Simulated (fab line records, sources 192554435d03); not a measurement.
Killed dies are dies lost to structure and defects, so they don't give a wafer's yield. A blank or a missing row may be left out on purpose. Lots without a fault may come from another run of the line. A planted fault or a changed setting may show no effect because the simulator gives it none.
Which tool did it? | flow n5_finfet | 24 lots, 72 wafers sampled, at 1 step of a route of 1938

WHAT THE GAUGES READ, wafer by wafer
N5_BEOL_M11_CD_MEAS_35: target cd 70 nm.
lot  | measured     | on        | cd_nm (nm)
L074 | day 10 10:01 | cd_sem-02 | 70.7 70.8 70.1
L076 | day 10 18:27 | cd_sem-03 | 70.0 69.6 69.2
L075 | day 10 18:59 | cd_sem-03 | 71.3 71.0 71.3
L077 | day 11 01:50 | cd_sem-03 | 70.7 69.6 69.2
L078 | day 11 07:48 | cd_sem-02 | 70.9 70.1 70.6
L079 | day 11 09:44 | cd_sem-01 | 69.9 71.0 70.2
L081 | day 12 01:00 | cd_sem-02 | 70.6 70.3 70.1
L080 | day 12 05:26 | cd_sem-02 | 70.3 70.5 70.1
L082 | day 12 18:43 | cd_sem-02 | 70.2 71.1 70.4
L083 | day 13 03:01 | cd_sem-01 | 70.1 69.9 69.8
L084 | day 13 03:28 | cd_sem-01 | 70.5 71.5 70.3
L086 | day 13 04:29 | cd_sem-03 | 69.4 70.1 69.5
L085 | day 13 14:36 | cd_sem-01 | 70.0 69.6 70.1
L087 | day 14 02:59 | cd_sem-03 | 69.8 69.9 68.6
L090 | day 14 22:07 | cd_sem-01 | 69.2 70.7 69.7
L088 | day 14 22:41 | cd_sem-01 | 68.6 69.7 70.0
L091 | day 14 22:57 | cd_sem-02 | 70.3 69.1 70.1
L089 | day 14 23:50 | cd_sem-01 | 70.0 70.2 69.1
L093 | day 15 12:35 | cd_sem-01 | 69.3 69.2 70.9
L092 | day 15 14:26 | cd_sem-01 | 69.3 69.5 70.2
L094 | day 15 15:26 | cd_sem-01 | 70.3 70.3 70.2
L095 | day 16 04:16 | cd_sem-01 | 70.5 69.9 70.1
L096 | day 16 22:21 | cd_sem-01 | 71.5 71.5 70.8
L097 | day 16 22:42 | cd_sem-02 | 69.8 69.4 70.2

WHICH TOOL RAN EACH LOT (tool, then ch and the chambers of the sampled wafers, then the start)
The record holds no process step before these readings.

WHAT THE TOOLS THEMSELVES READ (means of the sampled wafers that have a number; where no wafer has one, the mark that the record gives instead)
The record holds no such reading with a usual standard deviation.

THE ANSWER, worked out from the rows above alone
Rule: what is usual is taken from the lots themselves. Put in order of their means at a reading, lots are off if they are a third of the lots or fewer, leave a main group of 4 or more, and stand apart from it by a gap of 3 or more times the standard deviation of the main group's means; of several such gaps the widest counts. A main group whose means are all the same, to the digits that the tables above print for the reading, isn't used. A lot without any number at a reading at which 4 lots or more have one is off too. The other lots that the step has rows for count as sound. The gauges are gone through in route order, then the tools' own readings, and for those a lot's mean is taken as printed above. The first step at which some lot is off is used, and at that step the reading that is off furthest; a lot without a number counts as furthest.
No lot is off at any reading shown: from this, nothing can be told.

WHAT THE SIMULATOR HAD PUT IN
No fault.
